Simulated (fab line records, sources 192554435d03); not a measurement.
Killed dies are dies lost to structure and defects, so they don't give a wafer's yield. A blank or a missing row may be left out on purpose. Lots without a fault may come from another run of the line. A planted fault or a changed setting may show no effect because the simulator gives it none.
Split-lot experiment | flow n5_finfet | 7 lots, 21 wafers read, on a route of 1938 steps

THE SPLIT
At N5_BEOL_M13_TRENCH_ETCH_34 (etches SiOC in C4F8/O2/Ar, target depth 413.47 nm, time 162.6 s), the setting time_s was moved away from the recipe's 162.6 s on 8 of the 21 wafers read, by -18.4% to +17.6%. The other wafers ran this setting at the recipe's value.

FROM THE SPLIT TO THE READING: what the file shows between them, 10 steps
- N5_BEOL_M13_STRIP_70: strips in C4F8/O2/Ar
- N5_BEOL_M13_OCD_MEAS_35
- N5_BEOL_M13_STRIP_37: strips in N2/H2
- N5_BEOL_M13_ETCH_38: etches SiCN in CF4/N2, target depth 67.5 nm, time 71.9 s
- N5_BEOL_M13_SPUTTER_45: material Cu, target thk 80 nm, time 13.33 s (also split here: power_w)
- N5_BEOL_M13_ECD_47: material Cu, target thk 936 nm
- N5_BEOL_M13_ANNEAL_48: time 90 s
- N5_BEOL_M13_CMP_49: polishes, stops on SiOC, t overpolish 17.1 s, target thk 420 nm
- N5_BEOL_M13_PRE_CLEAN_52: time 15 s
- N5_BEOL_M13_DEP_53: deposits SiCN from 3MS/NH3, target thk 50 nm, time 17.8 s

THE READING
M13_RS, in ohm/sq, at N5_BEOL_M13_RS_MEAS_54 (measures by four-point-probe). Fault-free wafers of this fab line usually give 0.0448 ohm/sq, standard deviation 0.00072 ohm/sq.

wafer  | tool, chamber at the split | time_s as run, s | against the recipe | M13_RS, ohm/sq | against lot-mates on the recipe
L076.1 | rie_diel-02, 3             | 162.6            | recipe             | 0.0458         | -
L076.3 | rie_diel-02, 1             | 162.6            | recipe             | 0.0444         | -
L076.5 | rie_diel-02, 3             | 162.6            | recipe             | 0.0458         | -
L080.1 | rie_diel-04, 1             | 162.6            | recipe             | 0.0454         | -
L080.2 | rie_diel-04, 2             | 162.6            | recipe             | 0.0444         | -
L080.3 | rie_diel-04, 3             | 162.6            | recipe             | 0.0443         | -
L081.2 | rie_diel-02, 2             | 162.6            | recipe             | 0.0438         | -
L081.3 | rie_diel-02, 3             | 132.7            | -18.4%             | 0.0559         | +0.0121
L081.5 | rie_diel-02, 1             | 132.7            | -18.4%             | 0.0544         | +0.0106
L089.1 | rie_diel-06, 3             | 162.6            | recipe             | 0.0439         | -
L089.2 | rie_diel-06, 2             | 162.6            | recipe             | 0.0465         | -
L089.4 | rie_diel-06, 0             | 191.2            | +17.6%             | 0.0380         | -0.0072
L088.3 | rie_diel-04, 0             | 162.6            | recipe             | 0.0444         | -
L088.4 | rie_diel-04, 3             | 162.6            | recipe             | 0.0446         | -
L088.5 | rie_diel-04, 3             | 162.6            | recipe             | 0.0444         | -
L097.1 | rie_diel-06, 1             | 144.3            | -11.3%             | 0.0505         | no lot-mate on the recipe
L097.2 | rie_diel-06, 3             | 144.3            | -11.3%             | 0.0501         | no lot-mate on the recipe
L097.4 | rie_diel-06, 0             | 144.3            | -11.3%             | 0.0500         | no lot-mate on the recipe
L095.2 | rie_diel-02, 0             | 139              | -14.5%             | 0.0524         | +0.0073
L095.4 | rie_diel-02, 1             | 162.6            | recipe             | 0.0451         | -
L095.5 | rie_diel-02, 0             | 139              | -14.5%             | 0.0524         | +0.0073

THE FIT
A straight line over all 21 wafers: M13_RS changes by -0.000494 ohm/sq for each +1% of time_s; r = -0.98; the points scatter about the line by 0.0009 ohm/sq.
The same after taking each lot's own level away (the mean of its wafers on the recipe; 18 wafers): -0.000529 ohm/sq for each +1%; r = -0.98; scatter 0.00098 ohm/sq.
On that fit, the largest move of time_s shifts the reading by 0.0097 ohm/sq.
The lots' own levels span 0.04380 to 0.04533 ohm/sq, that is 2.1 times the standard deviation above.
So the lot-to-lot level changes the slope little: the two slopes agree.
Check: with one of the wafers moved furthest among these (-18.4%) left out of the fit, the line predicts +0.00927 ohm/sq for it against its lot-mates. It came out at +0.0121 ohm/sq against them.

OTHER SPLITS ON THESE WAFERS
These wafers also went through other splits before the reading. Each is held against what the fit with the lots' levels taken away leaves over:
other split on the same wafers | wafers away from the commonest value | r with M13_RS (lot level and that fit taken away)
N5_BEOL_M13_SPUTTER_45 power_w | 3                                    | +0.08

THE WHOLE CHAIN: every reading that the file lists as answering this split, in the file's order
step                       | what it does                                                    | reading                                                                       | change (the file's fit)               | r (the file's)
N5_BEOL_M13_TRENCH_ETCH_34 | etches SiOC in C4F8/O2/Ar, target depth 413.47 nm, time 162.6 s | etch.depth_nm (the simulator's own value, which no gauge read)                | +4.36 nm for each +1% of the setting  | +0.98
N5_BEOL_M13_OCD_MEAS_35    |                                                                 | trench_depth_nm                                                               | +4.35 nm for each +1% of the setting  | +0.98
N5_BEOL_M13_CMP_49         | polishes, stops on SiOC, t overpolish 17.1 s, target thk 420 nm | Cu_of_BEOL_M13_ECD_47.thk_nm (the simulator's own value, which no gauge read) | +4.43 nm for each +1% of the setting  | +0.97
N5_BEOL_M13_RS_MEAS_54     | measures by four-point-probe                                    | M13_RS                                                                        | -0.000514 for each +1% of the setting | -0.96

THE FILE'S OWN FIT
M13_RS changes by -0.000514 ohm/sq for each +1% of time_s, r = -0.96.
